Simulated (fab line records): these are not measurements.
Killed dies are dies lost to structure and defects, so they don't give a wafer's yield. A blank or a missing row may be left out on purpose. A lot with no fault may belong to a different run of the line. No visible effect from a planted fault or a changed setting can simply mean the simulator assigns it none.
Matching of chambers + flow n5 finfet + rie diel-01 running N5_GATE_CUT_STRIP_41: 4 sister chambers
The step strips in CF4. 20 wafers are shown with their chamber, then 10 later ones without.

== EACH WAFER AND ITS CHAMBER ==
| wafer  | chamber | drypump motor current A (A) | showerhead plenum p Torr (Torr) | rf vpp V (V) |
|--------|---------|-----------------------------|---------------------------------|--------------|
| L076.1 | 3       | 6.0                         | 1.77                            | 270.9        |
| L076.4 | 0       | 6.6                         | 1.75                            | 270.0        |
| L076.6 | 1       | 6.3                         | 1.81                            | 271.1        |
| L078.1 | 0       | 6.6                         | 1.75                            | 270.1        |
| L078.3 | 2       | 6.4                         | 1.71                            | 269.4        |
| L078.4 | 3       | 6.0                         | 1.77                            | 271.4        |
| L079.1 | 3       | 6.0                         | 1.77                            | 272.0        |
| L079.2 | 0       | 6.6                         | 1.75                            | 270.5        |
| L079.6 | 1       | 6.3                         | 1.81                            | 271.8        |
| L083.1 | 3       | 6.0                         | 1.76                            | 271.3        |
| L083.5 | 2       | 6.4                         | 1.92                            | 273.6        |
| L083.6 | 1       | 6.2                         | 1.81                            | 273.4        |
| L085.3 | 2       | 6.4                         | 1.91                            | 273.0        |
| L085.4 | 2       | 6.4                         | 1.91                            | 274.1        |
| L085.6 | 0       | 6.6                         | 1.75                            | 269.7        |
| L090.2 | 1       | 6.3                         | 1.80                            | 270.7        |
| L090.4 | 3       | 6.0                         | 1.76                            | 271.2        |
| L090.5 | 2       | 6.4                         | 1.91                            | 273.0        |
| L091.1 | 3       | 6.0                         | 1.76                            | 270.4        |
| L091.3 | 2       | 6.4                         | 1.91                            | 272.9        |

SIGNATURES (averages over the wafers above)
| reading                  | chamber 0 | chamber 1 | chamber 2 | chamber 3 | scatter within a chamber |
|--------------------------|-----------|-----------|-----------|-----------|--------------------------|
| drypump motor current A  | 6.600     | 6.275     | 6.400     | 6.000     | 0.0217                   |
| showerhead plenum p Torr | 1.7500    | 1.8075    | 1.8783    | 1.7650    | 0.0463                   |
| rf vpp V                 | 270.075   | 271.750   | 272.667   | 271.200   | 1.11                     |
Rule: a wafer's distance from a chamber is the root of the sum, over the readings, of the square of ((its reading less the chamber's mean) divided by the reading's scatter). If the next closest chamber is less than 2 further off than the closest, the wafer can't be placed; otherwise it belongs to the closest. How the scatter is found: for the shown wafers, subtract from each reading the mean of its chamber, square and add these, divide the total by (wafers less chambers), then take the root.

== WAFERS MISSING THEIR CHAMBER ==
| wafer  | drypump motor current A (A) | showerhead plenum p Torr (Torr) | rf vpp V (V) |
|--------|-----------------------------|---------------------------------|--------------|
| L091.4 | 6.2                         | 1.80                            | 271.7        |
| L093.3 | 6.2                         | 1.80                            | 271.3        |
| L093.5 | 6.4                         | 1.91                            | 274.3        |
| L093.6 | 6.0                         | 1.76                            | 270.9        |
| L097.1 | 6.0                         | 1.76                            | 269.6        |
| L097.2 | 6.6                         | 1.74                            | 269.3        |
| L097.6 | 6.6                         | 1.74                            | 270.4        |
| L094.1 | 6.3                         | 1.80                            | 270.5        |
| L094.2 | 6.5                         | 1.91                            | 272.6        |
| L094.6 | 6.6                         | 1.74                            | 271.0        |

== EACH ONE'S CHAMBER ==
| wafer  | from the rows above     | in truth |
|--------|-------------------------|----------|
| L091.4 | 1                       | 1        |
| L093.3 | 1                       | 1        |
| L093.5 | 2                       | 2        |
| L093.6 | 3                       | 3        |
| L097.1 | 3                       | 3        |
| L097.2 | 0                       | 0        |
| L097.6 | 0                       | 0        |
| L094.1 | 1                       | 1        |
| L094.2 | can't be placed: 2 or 0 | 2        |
| L094.6 | 0                       | 0        |
Correct placement for 9 of the 10. These rows do not allow placing 1 (true chamber among the candidates in 1). Number placed wrongly: 0.
